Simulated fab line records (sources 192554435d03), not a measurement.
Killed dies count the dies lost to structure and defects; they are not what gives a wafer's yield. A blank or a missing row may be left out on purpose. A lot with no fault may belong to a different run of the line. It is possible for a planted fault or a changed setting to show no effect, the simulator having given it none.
8D (eight disciplines) problem report, filled in by code :: flow n5Finfet :: the parts of the form that need people (team, actions taken, sign-off) are left out

## 1. PROBLEM STATEMENT
At N5_BEOL_M13_CMP_49, barrierFieldEndpointS averages 25.3 s over 6 wafers from 2 lots, while fault-free wafers read 30.4 s, standard deviation 0.74. Relative to the usual mean, that is a shift of -6.9 standard deviations.
The step: polishes, stops on SiOC, t overpolish 17.1 s, target thk 420 nm.
First seen on wafer L128.3, day 15 07:23, on cmp-01. The record has a number at this step for 33 wafers belonging to 11 lots. Rule for "out" (also "out of limits"): further than 4 standard deviations from the usual mean. The other wafers with a number count as sound.

## 2. WHAT IT IS; WHAT IT IS NOT
question: which readings at this step
is: barrierFieldEndpointS
is not: motorCurrentA

question: which lots
is: L128, L133
is not: L118, L121, L124, L126, L127, L130, L131, L138, L141

question: which wafers of those lots
is: all that have a number
is not: -

question: read on which tools
is: cmp-01, cmp-02
is not: cmp-04

question: when
is: from day 15 07:23
is not: up to then (21 sound wafers); but 6 sound wafers of L138, L141 came after

## 3. SUSPECTS, AND WHAT RULES EACH OUT
Counting: a tool at a process step up to the reading stays a suspect if it ran every lot that is out and no sound lot after the first of them.
- pvdSputter-03 at N5_BEOL_M13_SPUTTER_44 (material Ta, target thk 10 nm, time 16.13 s): kept. All lots that are out passed through it, beginning with L128 at day 15 06:40, and no sound lot followed; its final sound lot before that point was L130 at day 15 04:28.
- pvdSputter-03 at N5_BEOL_M13_SPUTTER_45 (material Cu, target thk 80 nm, time 13.33 s): kept. All lots that are out passed through it, beginning with L128 at day 15 06:44, and no sound lot followed; its final sound lot before that point was L130 at day 15 04:33.
The count leaves pvdSputter-03 at N5_BEOL_M13_SPUTTER_45 and pvdSputter-03 at N5_BEOL_M13_SPUTTER_44.

## 4. THE CAUSE (what the simulator had put in)
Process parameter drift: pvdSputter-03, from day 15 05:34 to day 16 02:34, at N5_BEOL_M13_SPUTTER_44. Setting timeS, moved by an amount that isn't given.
After counting, 2 suspects remain, this tool included.

## 5. SEQUENCE OF EFFECTS, ordered by route
Rows list readings where the struck wafers' mean (over those with a number) sits beyond 3 standard deviations from the usual. Scope: only readings with a usual standard deviation given in the record; hours: median across lots of the time from each lot's start at the first step in this table that gives one to its start at this step; sigmas: change in usual standard deviations.
hours: 0
step: N5_BEOL_M13_CMP_49
reading: barrierFieldEndpointS
usual: 30.4 s
on struck wafers: 25.3
change: -5.1
sigmas: -6.9
Its process steps:
- N5_BEOL_M13_CMP_49: polishes, stops on SiOC, t overpolish 17.1 s, target thk 420 nm.
At these later measuring or inspecting steps, every struck wafer for which the step has a row has a number for every such reading, and none has moved that far: N5_BEOL_M13_THK_MEAS_50.

## 6. HOW IT WOULD HAVE BEEN CAUGHT EARLIER
In this record no reading fell out of limits until day 15 07:23, 2 hours after the fault had begun at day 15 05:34.
Of the tool readings at N5_BEOL_M13_SPUTTER_44 for which the record gives a usual standard deviation, none was out on any struck wafer, so an alarm limit of 4 standard deviations on them would not have fired.
L133, from the lots that are out (2), started N5_BEOL_M13_SPUTTER_44 on pvdSputter-03 later than day 15 07:23. A tool hold placed at that time would have kept it from harm.
